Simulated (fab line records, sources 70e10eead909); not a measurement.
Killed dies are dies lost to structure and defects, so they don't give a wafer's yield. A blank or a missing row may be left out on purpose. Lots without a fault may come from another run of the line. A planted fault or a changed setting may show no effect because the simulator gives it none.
Which tool did it? | flow nand_harc | 12 lots, 36 wafers sampled, at 1 step of a route of 1302

WHAT THE GAUGES READ, wafer by wafer
NHARC_A_WL_FILL_INSPECT_15.
lot  | measured     | on                | raw_defect_count
L074 | day 21 19:06 | defect_inspect-01 | 462 408 373
L079 | day 22 09:08 | defect_inspect-02 | 575 480 430
L078 | day 22 18:25 | defect_inspect-01 | 676 765 519
L080 | day 23 20:02 | defect_inspect-01 | 384 557 509
L083 | day 25 01:21 | defect_inspect-02 | 458 396 477
L085 | day 25 13:05 | defect_inspect-02 | 391 388 402
L087 | day 26 04:18 | defect_inspect-02 | 339 267 350
L089 | day 27 07:58 | defect_inspect-02 | 543 1001 397
L092 | day 28 09:07 | defect_inspect-02 | 364 337 344
L093 | day 29 03:59 | defect_inspect-02 | 516 451 377
L094 | day 29 09:18 | defect_inspect-02 | 473 388 484
L097 | day 30 05:41 | defect_inspect-02 | 304 341 473

WHICH TOOL RAN EACH LOT (tool, then ch and the chambers of the sampled wafers, then the start)
The record holds no process step before these readings.

THE ANSWER, worked out from the rows above alone
Rule: what is usual is taken from the lots themselves. Put in order of their means at a reading, lots are off if they are a third of the lots or fewer, leave a main group of 4 or more, and stand apart from it by a gap of 3 or more times the standard deviation of the main group's means; of several such gaps the widest counts. A main group whose means are all the same, to the digits that the tables above print for the reading, isn't used. A lot without any number at a reading at which 4 lots or more have one is off too. The other lots that the step has rows for count as sound.
No lot is off at any reading shown: from this, nothing can be told.

WHAT THE SIMULATOR HAD PUT IN
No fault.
